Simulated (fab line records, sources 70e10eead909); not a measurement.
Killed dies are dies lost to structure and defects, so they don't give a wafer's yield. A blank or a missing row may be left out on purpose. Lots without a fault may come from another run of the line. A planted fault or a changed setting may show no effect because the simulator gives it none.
Chamber matching | flow nand_harc | NHARC_A_STAIRCASE_DEP_322 on pecvd-04: 3 sister chambers
The step deposits SiO2, target thk 7200 nm. 16 wafers are shown with their chamber, then 8 later ones without.

WAFERS WITH THEIR CHAMBER
wafer  | chamber | heater_power_w (W)
L075.1 | 2       | 668
L075.2 | 0       | 694
L075.4 | 0       | 649
L076.1 | 0       | 740
L076.4 | 0       | 646
L076.6 | 2       | 541
L080.3 | 0       | 662
L080.4 | 1       | 578
L080.5 | 0       | 647
L082.1 | 0       | 744
L082.2 | 2       | 601
L082.6 | 0       | 664
L086.2 | 0       | 794
L086.4 | 2       | 482
L086.6 | 0       | 645
L087.2 | 0       | 802

SIGNATURES (means of the wafers above)
reading        | chamber 0 | chamber 1 | chamber 2 | scatter within a chamber
heater_power_w | 698.82    | 578.00    | 573.00    | 65.6
Rule: a wafer's distance from a chamber is the root of the sum, over the readings, of the square of ((its reading less the chamber's mean) divided by the reading's scatter). The wafer belongs to the nearest chamber; if the next one is less than 2 further off, it can't be placed. The scatter: the root of (the sum of the squares of (reading less its chamber's mean) over the shown wafers, divided by (wafers less chambers)).

WAFERS WITHOUT THEIR CHAMBER
wafer  | heater_power_w (W)
L087.3 | 604
L087.5 | 607
L090.2 | 581
L090.3 | 723
L090.4 | 589
L095.1 | 604
L095.3 | 545
L095.5 | 482

WHICH CHAMBER EACH WENT THROUGH
wafer  | from the rows above          | in truth
L087.3 | can't be placed: 1 or 2 or 0 | 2
L087.5 | can't be placed: 1 or 2 or 0 | 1
L090.2 | can't be placed: 1 or 2 or 0 | 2
L090.3 | can't be placed: 0 or 1 or 2 | 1
L090.4 | can't be placed: 1 or 2 or 0 | 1
L095.1 | can't be placed: 1 or 2 or 0 | 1
L095.3 | can't be placed: 2 or 1 or 0 | 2
L095.5 | can't be placed: 2 or 1 or 0 | 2
Placed correctly: 0 of 8. Can't be placed from these rows: 8 (the true chamber is among the candidates in 8). Placed wrongly: 0.
